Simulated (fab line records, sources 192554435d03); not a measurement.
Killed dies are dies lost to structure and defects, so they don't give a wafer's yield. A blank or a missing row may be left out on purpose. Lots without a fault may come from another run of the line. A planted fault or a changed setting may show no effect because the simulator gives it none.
Which tool did it? | flow n5_finfet | 10 lots, 29 wafers sampled, at 2 steps of a route of 1938

WHAT THE GAUGES READ, wafer by wafer
N5_MIM_TOP_LITHO_OVL_MEAS_11. Usual: MIM_TOP_OVL -1 nm, standard deviation 5.1.
lot  | measured     | on         | MIM_TOP_OVL (nm) | flag
L168 | day 12 14:13 | overlay-01 | -3 -6 -8         |
L169 | day 12 18:44 | overlay-02 | 1 2 1            |
L175 | day 13 21:38 | overlay-01 | -6 -1 0          |
L176 | day 14 15:32 | overlay-02 | -9 -5 0          |
L180 | day 15 11:18 | overlay-01 | -7 -4 1          |
L182 | day 16 08:50 | overlay-02 | 0 -1 8           |
L185 | day 16 12:55 | overlay-02 | -11 -10 -6       |
L186 | day 18 02:18 | overlay-02 | 3 -9 -4          |
L187 | day 18 04:06 | overlay-01 | 2 -2             |
L189 | day 18 21:55 | overlay-01 | -5 -4 -7         |

WHICH TOOL RAN EACH LOT (tool, then ch and the chambers of the sampled wafers, then the start)
lot  | N5_BEOL_M1_ETCHBACK_99
L168 | rie_diel-01 ch 0,2,3, day 6 13:27
L169 | rie_diel-01 ch 0,1, day 6 23:28
L175 | rie_diel-01 ch 0,1, day 8 16:14
L176 | rie_diel-01 ch 0,1,2, day 9 01:50
L180 | rie_diel-02 ch 0,2,3, day 9 20:23
L182 | rie_diel-02 ch 1,2,3, day 10 14:10
L185 | rie_diel-02 ch 1,3, day 10 15:55
L186 | rie_diel-06 ch 0,3, day 11 21:05
L187 | rie_diel-01 ch 0,3, day 12 00:48
L189 | rie_diel-01 ch 1,2, day 12 04:58
- N5_BEOL_M1_ETCHBACK_99: etches SiO2 in CHF3, target depth 5 nm, time 10.4 s.

WHAT THE TOOLS THEMSELVES READ (means of the sampled wafers that have a number; where no wafer has one, the mark that the record gives instead)
N5_BEOL_M1_ETCHBACK_99. Usual: chamber_pressure_mTorr 29.997 mTorr, standard deviation 0.026; drypump_motor_current_A 5.7 A, standard deviation 0.41; oes_product_au 0.77 a.u., standard deviation 0.083; rf_vpp_V 239 V, standard deviation 3.4; showerhead_plenum_p_Torr 2.15 Torr, standard deviation 0.062; throttle_valve_pct 17.06 %, standard deviation 0.23.
lot  | tool        | chamber_pressure_mTorr (mTorr) | drypump_motor_current_A (A) | oes_product_au (a.u.) | rf_vpp_V (V) | showerhead_plenum_p_Torr (Torr) | throttle_valve_pct (%) | flag
L168 | rie_diel-01 | 29.972                         | 5.6                         | 0.80                  | 240          | 2.19                            | 17.03                  |
L169 | rie_diel-01 | 30.013                         | 6.1                         | 0.87                  | 243          | 2.14                            | 17.04                  |
L175 | rie_diel-01 | 30.000                         | 5.7                         | 0.83                  | 243          | 2.16                            | 17.17                  |
L176 | rie_diel-01 | 29.974                         | 5.8                         | 0.81                  | 242          | 2.15                            | 17.05                  |
L180 | rie_diel-02 | 29.993                         | 6.0                         | 0.68                  | 238          | 2.12                            | 17.32                  |
L182 | rie_diel-02 | 29.991                         | 5.8                         | 0.70                  | 235          | 2.12                            | 17.04                  |
L185 | rie_diel-02 | 30.028                         | 6.0                         | 0.69                  | 234          | 2.09                            | 17.05                  |
L186 | rie_diel-06 | 29.999                         | 5.6                         | 0.87                  | 240          | 2.15                            | 16.85                  |
L187 | rie_diel-01 | 30.035                         | 5.7                         | 0.79                  | 240          | 2.21                            | 17.16                  |
L189 | rie_diel-01 | 30.002                         | 6.1                         | 0.80                  | 242          | 2.12                            | 16.97                  |

THE ANSWER, worked out from the rows above alone
Rule: a lot is off if the mean of its wafers that have a number lies more than 3 standard deviations from the usual mean. A lot without any number at a reading at which 4 lots or more have one is off too. The other lots that the step has rows for count as sound. The gauges are gone through in route order, then the tools' own readings, and for those a lot's mean is taken as printed above. The first step at which some lot is off is used, and at that step the reading that is off furthest; a lot without a number counts as furthest.
No lot is off at any reading shown: from this, nothing can be told.

WHAT THE SIMULATOR HAD PUT IN
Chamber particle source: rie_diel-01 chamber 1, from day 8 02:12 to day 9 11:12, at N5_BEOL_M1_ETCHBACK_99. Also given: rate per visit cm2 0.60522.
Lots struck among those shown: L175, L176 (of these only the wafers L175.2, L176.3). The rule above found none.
